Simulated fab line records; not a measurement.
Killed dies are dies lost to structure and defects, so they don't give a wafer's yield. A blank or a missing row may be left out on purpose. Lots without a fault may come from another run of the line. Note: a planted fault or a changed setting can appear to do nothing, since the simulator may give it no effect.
The tool behind it: which one?    flow n5Finfet    21 lots, 63 wafers sampled, at 3 steps of a route of 1938

== WHAT EACH GAUGE READ, for each wafer ==
N5_BEOL_M8_CD_MEAS_35 targets a cd of 40 nm. Usual: 40.4 nm for cdNm, sd 0.71.
lot   measured      on        cdNm (nm)       flag
L074  day 9 01:02   cdSem-03  40.0 41.1 40.6  
L075  day 9 07:56   cdSem-03  41.3 40.7 40.7  
L078  day 9 19:02   cdSem-01  40.4 40.7 40.1  
L076  day 9 21:41   cdSem-03  40.8 39.4 40.4  
L080  day 10 04:17  cdSem-01  40.7 41.6 40.2  
L079  day 10 13:49  cdSem-01  40.5 40.6 39.2  
L082  day 11 07:13  cdSem-01  39.8 39.9 40.2  
L081  day 11 07:43  cdSem-01  40.9 40.2 41.4  
L083  day 11 14:37  cdSem-02  40.4 41.0 41.1  
L084  day 11 22:50  cdSem-01  40.7 41.7 40.2  
L085  day 12 01:34  cdSem-01  40.2 40.6 40.4  
L086  day 12 02:38  cdSem-01  39.8 40.4 40.5  
L087  day 12 15:01  cdSem-02  39.8 40.4 39.7  
L090  day 13 08:58  cdSem-01  39.3 40.7 39.8  
L091  day 13 09:31  cdSem-03  40.0 41.9 39.5  
L093  day 14 02:12  cdSem-03  39.8 41.1 41.1  
L092  day 14 02:37  cdSem-03  40.0 39.5 39.7  
L094  day 14 04:43  cdSem-03  41.2 40.9 40.8  
L095  day 14 23:25  cdSem-03  38.9 39.4 39.0  
L096  day 15 01:44  cdSem-03  39.8 39.8 41.1  
L097  day 15 01:56  cdSem-01  39.6 40.4 40.9  

== WHICH TOOL RAN EACH LOT (tool, then ch and the chambers of the sampled wafers, then the start) ==
lot   N5_BEOL_M8_DESCUM_33               N5_BEOL_M8_STRIP_80
L074  rieDiel-05 ch 0,1,3, day 9 00:26   rieDiel-05 ch 0,1,3, day 9 01:02 or earlier
L075  rieDiel-05 ch 1,2,3, day 9 07:20   rieDiel-05 ch 1,2,3, day 9 07:56 or earlier
L078  rieDiel-04 ch 0,1,3, day 9 18:28   rieDiel-04 ch 0,1,3, day 9 19:02 or earlier
L076  rieDiel-04 ch 0,1,2, day 9 21:06   rieDiel-04 ch 0,1,2, day 9 21:41 or earlier
L080  rieDiel-01 ch 0,1,3, day 10 03:42  rieDiel-01 ch 0,1,3, day 10 04:17 or earlier
L079  rieDiel-04 ch 0,3, day 10 13:14    rieDiel-04 ch 0,3, day 10 13:49 or earlier
L082  rieDiel-01 ch 0,2, day 11 06:38    rieDiel-01 ch 0,2, day 11 07:13 or earlier
L081  rieDiel-01 ch 2,3, day 11 07:08    rieDiel-01 ch 2,3, day 11 07:43 or earlier
L083  rieDiel-01 ch 0,3, day 11 14:02    rieDiel-01 ch 0,3, day 11 14:37 or earlier
L084  rieDiel-05 ch 0,1,3, day 11 22:16  rieDiel-05 ch 0,2,3, day 11 22:50 or earlier
L085  rieDiel-01 ch 1,3, day 12 00:59    rieDiel-01 ch 1,3, day 12 01:34 or earlier
L086  rieDiel-05 ch 0,2,3, day 12 02:02  rieDiel-05 ch 0,2,3, day 12 02:38 or earlier
L087  rieDiel-04 ch 1,2, day 12 14:26    rieDiel-04 ch 1,2, day 12 15:01 or earlier
L090  rieDiel-05 ch 1,2,3, day 13 08:23  rieDiel-05 ch 1,2,3, day 13 08:58 or earlier
L091  rieDiel-05 ch 1,2,3, day 13 08:55  rieDiel-05 ch 1,2,3, day 13 09:31 or earlier
L093  rieDiel-04 ch 0,1,2, day 14 01:37  rieDiel-04 ch 0,1,2, day 14 02:12 or earlier
L092  rieDiel-01 ch 0,1,2, day 14 02:02  rieDiel-01 ch 0,1,2, day 14 02:37 or earlier
L094  rieDiel-05 ch 1,3, day 14 04:07    rieDiel-05 ch 1,3, day 14 04:43 or earlier
L095  rieDiel-04 ch 0,1,3, day 14 22:50  rieDiel-04 ch 0,1,3, day 14 23:25 or earlier
L096  rieDiel-04 ch 0,1,3, day 15 01:08  rieDiel-04 ch 0,1,3, day 15 01:44 or earlier
L097  rieDiel-05 ch 1,2,3, day 15 01:20  rieDiel-05 ch 1,2,3, day 15 01:56 or earlier
- N5_BEOL_M8_DESCUM_33: chemistry O2, time 7 s.
- N5_BEOL_M8_STRIP_80: strips in N2/H2, time 10 s.

== AS READ BY THE TOOLS THEMSELVES (means over the sampled wafers that have a number; for cases with no such wafer, the mark the record gives instead) ==
N5_BEOL_M8_DESCUM_33. Usual: chamberPressureMTorr 19.998 mTorr, standard deviation 0.019; drypumpMotorCurrentA 5.3 A, standard deviation 0.56; oesProductAu 0.83 a.u., standard deviation 0.099; rfVppV 242.6 V, standard deviation 1.3; showerheadPlenumPTorr 2.07 Torr, standard deviation 0.073; throttleValvePct 20.32 %, standard deviation 0.22.
lot   tool        chamberPressureMTorr (mTorr)  drypumpMotorCurrentA (A)  oesProductAu (a.u.)  rfVppV (V)  showerheadPlenumPTorr (Torr)  throttleValvePct (%)  flag
L074  rieDiel-05  20.015                        5.7                       0.79                 242.6       2.01                          20.33                 
L075  rieDiel-05  20.005                        5.5                       0.76                 242.3       2.04                          20.42                 
L078  rieDiel-04  19.984                        5.2                       0.86                 243.8       2.14                          20.41                 
L076  rieDiel-04  19.991                        5.4                       0.87                 243.7       2.10                          20.37                 
L080  rieDiel-01  20.004                        4.8                       0.86                 243.9       2.09                          20.31                 
L079  rieDiel-04  20.000                        5.1                       0.77                 243.8       2.10                          20.54                 
L082  rieDiel-01  20.005                        5.4                       0.91                 242.3       2.04                          20.23                 
L081  rieDiel-01  19.988                        5.4                       0.95                 241.4       2.06                          20.13                 
L083  rieDiel-01  20.008                        4.9                       0.90                 242.9       2.05                          20.24                 
L084  rieDiel-05  19.997                        5.7                       0.76                 241.5       2.01                          20.37                 
L085  rieDiel-01  19.992                        4.8                       0.78                 242.9       2.11                          20.43                 
L086  rieDiel-05  19.987                        5.4                       0.79                 242.7       2.05                          20.26                 
L087  rieDiel-04  19.982                        5.3                       0.82                 243.8       2.17                          20.40                 
L090  rieDiel-05  20.002                        5.5                       0.73                 241.7       2.04                          20.46                 
L091  rieDiel-05  19.987                        5.5                       0.73                 242.1       2.04                          20.45                 
L093  rieDiel-04  19.990                        5.3                       0.80                 242.7       2.08                          20.42                 
L092  rieDiel-01  19.990                        5.3                       0.81                 242.7       2.07                          20.36                 
L094  rieDiel-05  19.973                        5.9                       0.70                 241.3       1.98                          20.58                 
L095  rieDiel-04  19.991                        5.2                       0.88                 242.7       2.12                          20.34                 
L096  rieDiel-04  19.988                        5.2                       0.89                 243.0       2.12                          20.34                 
L097  rieDiel-05  20.008                        5.5                       0.72                 241.1       2.03                          20.47                 

N5_BEOL_M8_STRIP_80. Usual: chamberPressureMTorr 20.000 mTorr, standard deviation 0.017; drypumpMotorCurrentA 5.3 A, standard deviation 0.55; oesProductAu 0.82 a.u., standard deviation 0.097; rfVppV 58.9 V, standard deviation 0.89; showerheadPlenumPTorr 2.51 Torr, standard deviation 0.08; throttleValvePct 23.54 %, standard deviation 0.3.
lot   tool        chamberPressureMTorr (mTorr)  drypumpMotorCurrentA (A)  oesProductAu (a.u.)  rfVppV (V)  showerheadPlenumPTorr (Torr)  throttleValvePct (%)  flag
L074  rieDiel-05  19.991                        5.8                       0.79                 58.3        2.46                          23.59                 
L075  rieDiel-05  20.012                        5.5                       0.76                 59.9        2.48                          23.53                 
L078  rieDiel-04  19.983                        5.2                       0.86                 59.8        2.60                          23.81                 
L076  rieDiel-04  20.002                        5.4                       0.86                 59.3        2.54                          23.76                 
L080  rieDiel-01  20.002                        4.8                       0.86                 58.9        2.53                          23.46                 
L079  rieDiel-04  19.999                        5.1                       0.76                 59.5        2.56                          23.91                 
L082  rieDiel-01  19.995                        5.4                       0.90                 59.2        2.47                          23.37                 
L081  rieDiel-01  20.009                        5.4                       0.94                 59.5        2.50                          23.37                 
L083  rieDiel-01  20.000                        4.9                       0.89                 58.8        2.47                          23.32                 
L084  rieDiel-05  19.995                        5.3                       0.79                 58.4        2.48                          23.30                 
L085  rieDiel-01  20.000                        4.8                       0.78                 59.1        2.57                          23.64                 
L086  rieDiel-05  19.996                        5.3                       0.79                 59.3        2.48                          23.31                 
L087  rieDiel-04  20.001                        5.3                       0.82                 59.7        2.60                          23.68                 
L090  rieDiel-05  19.998                        5.5                       0.73                 59.1        2.46                          23.57                 
L091  rieDiel-05  19.994                        5.5                       0.73                 58.3        2.46                          23.56                 
L093  rieDiel-04  20.019                        5.4                       0.80                 59.3        2.53                          23.81                 
L092  rieDiel-01  19.983                        5.3                       0.81                 58.5        2.51                          23.56                 
L094  rieDiel-05  19.999                        5.9                       0.70                 58.1        2.42                          23.89                 
L095  rieDiel-04  19.997                        5.2                       0.89                 58.5        2.58                          23.73                 
L096  rieDiel-04  19.991                        5.3                       0.89                 58.3        2.58                          23.72                 
L097  rieDiel-05  20.004                        5.5                       0.73                 58.5        2.46                          23.59                 

== THE ANSWER, worked out from the rows above alone ==
Rule: lot off if the mean of its wafers having a number is beyond 3 standard deviations from the usual mean. Also off: a lot with no number at a reading for which 4 or more lots have one. Any other lot the step has rows for is counted as sound. First the gauges in route order, then the tools' own readings, where a lot's mean is used as printed above. At the first step where some lot is off, the reading lying furthest off is the one used; lots without a number count as furthest.
No lot is off on any of the readings shown, so nothing can be concluded from this.

== WHAT WAS PUT IN BY THE SIMULATOR ==
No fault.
